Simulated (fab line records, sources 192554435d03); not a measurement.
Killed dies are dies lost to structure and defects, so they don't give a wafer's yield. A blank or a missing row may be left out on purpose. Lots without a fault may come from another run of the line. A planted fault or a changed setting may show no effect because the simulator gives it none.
Split-lot experiment | flow n5_finfet | 7 lots, 21 wafers read, on a route of 1938 steps

THE SPLIT
At N5_BEOL_M4_COAT_62 (time 60 s, resist thk 12 nm), the setting spin_rpm was moved away from the recipe's 1500 rpm on 7 of the 21 wafers read, by -9.1% to +9.2%. The other wafers ran this setting at the recipe's value.

FROM THE SPLIT TO THE READING: what the file shows between them, 5 steps
- N5_BEOL_M4_COAT_73: time 60 s, resist thk 5 nm
- N5_BEOL_M4_COAT_05: resist thk 30 nm
- N5_BEOL_M4_DESCUM_16: chemistry O2, time 7 s
- N5_BEOL_M4_ETCH_74: etches underlayer in N2/H2, target depth 6.5 nm, time 5.2 s
- N5_BEOL_M4_ETCH_63: etches SiARC in CF4, target depth 15.6 nm, time 26 s

THE READING
SiARC_of_BEOL_M4_COAT_62.thk_nm (the simulator's own value, which no gauge read), in nm, at N5_BEOL_M4_ETCH_64 (etches SOC in N2/H2, target depth 75 nm, overetch 22.5 nm, time 121.9 s). The file gives no usual value for it. The 14 wafers here that ran the recipe average 6.3 nm, standard deviation 0.12 nm.

wafer  | tool, chamber at the split | spin_rpm as run, rpm | against the recipe | SiARC_of_BEOL_M4_COAT_62.thk_nm, nm | against lot-mates on the recipe
L074.2 | litho_track-01, 0          | 1500                 | recipe             | 6.2                                 | -
L074.6 | litho_track-01, 0          | 1500                 | recipe             | 6.2                                 | -
L074.3 | litho_track-01, 0          | 1638                 | +9.2%              | 5.6                                 | -0.6
L075.2 | litho_track-05, 0          | 1500                 | recipe             | 6.4                                 | -
L075.3 | litho_track-05, 0          | 1500                 | recipe             | 6.2                                 | -
L075.6 | litho_track-05, 0          | 1500                 | recipe             | 6.2                                 | -
L084.1 | litho_track-05, 0          | 1500                 | recipe             | 6.4                                 | -
L084.5 | litho_track-05, 0          | 1500                 | recipe             | 6                                   | -
L084.6 | litho_track-05, 0          | 1363                 | -9.1%              | 7                                   | +0.8
L087.3 | litho_track-03, 0          | 1549                 | +3.3%              | 6.2                                 | -0.2
L087.4 | litho_track-03, 0          | 1500                 | recipe             | 6.4                                 | -
L087.6 | litho_track-03, 0          | 1500                 | recipe             | 6.4                                 | -
L085.2 | litho_track-05, 0          | 1500                 | recipe             | 6.2                                 | -
L085.4 | litho_track-05, 0          | 1500                 | recipe             | 6.2                                 | -
L085.6 | litho_track-05, 0          | 1575                 | +5.0%              | 6                                   | -0.2
L088.1 | litho_track-05, 0          | 1402                 | -6.5%              | 6.6                                 | +0.4
L088.3 | litho_track-05, 0          | 1402                 | -6.5%              | 6.8                                 | +0.6
L088.4 | litho_track-05, 0          | 1500                 | recipe             | 6.2                                 | -
L090.2 | litho_track-03, 0          | 1632                 | +8.8%              | 6                                   | -0.3
L090.3 | litho_track-03, 0          | 1500                 | recipe             | 6.2                                 | -
L090.5 | litho_track-03, 0          | 1500                 | recipe             | 6.4                                 | -

THE FIT
A straight line over all 21 wafers: SiARC_of_BEOL_M4_COAT_62.thk_nm changes by -0.0613 nm for each +1% of spin_rpm; r = -0.89; the points scatter about the line by 0.13 nm.
The same after taking each lot's own level away (the mean of its wafers on the recipe; 21 wafers): -0.0649 nm for each +1%; r = -0.92; scatter 0.12 nm.
On that fit, the largest move of spin_rpm shifts the reading by 0.6 nm.
The lots' own levels span 6.20 to 6.40 nm, that is 1.7 times the standard deviation above.
So the lot-to-lot level changes the slope little: the two slopes agree.
Check: with one of the wafers moved furthest among these (+9.2%) left out of the fit, the line predicts -0.547 nm for it against its lot-mates. It came out at -0.6 nm against them.

OTHER SPLITS ON THESE WAFERS
These wafers also went through other splits before the reading. Each is held against what the fit with the lots' levels taken away leaves over:
other split on the same wafers           | wafers away from the commonest value | r with SiARC_of_BEOL_M4_COAT_62.thk_nm (lot level and that fit taken away)
N5_MOL_CONTACT_COAG_ALD_123 ald_cycles   | 7                                    | +0.14
N5_MOL_CONTACT_COAG_CVD_140 target_thk_a | 9                                    | +0.17
N5_BEOL_M0_ETCH_128 source_w             | 8                                    | -0.17
N5_BEOL_M0_ETCH_109 bias_w               | 4                                    | -0.36
N5_BEOL_M1_EXPOSE_25 dose_mj             | 6                                    | +0.02
N5_BEOL_M2_ETCH_69 bias_w                | 4                                    | -0.05
N5_BEOL_M4_HM_DEP_02 target_thk_a        | 8                                    | +0.11

THE WHOLE CHAIN: every reading that the file lists as answering this split, in the file's order
step               | what it does                                                            | reading                                                                          | change (the file's fit)                | r (the file's)
N5_BEOL_M4_COAT_62 | time 60 s, resist thk 12 nm                                             | SiARC_of_BEOL_M4_COAT_62.thk_nm (the simulator's own value, which no gauge read) | -0.058 nm for each +1% of the setting  | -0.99
N5_BEOL_M4_ETCH_63 | etches SiARC in CF4, target depth 15.6 nm, time 26 s                    | etch.depth_nm (the simulator's own value, which no gauge read)                   | -0.0606 nm for each +1% of the setting | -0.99
N5_BEOL_M4_ETCH_64 | etches SOC in N2/H2, target depth 75 nm, overetch 22.5 nm, time 121.9 s | SiARC_of_BEOL_M4_COAT_62.thk_nm (the simulator's own value, which no gauge read) | -0.063 nm for each +1% of the setting  | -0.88

THE FILE'S OWN FIT
SiARC_of_BEOL_M4_COAT_62.thk_nm changes by -0.063 nm for each +1% of spin_rpm, r = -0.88.
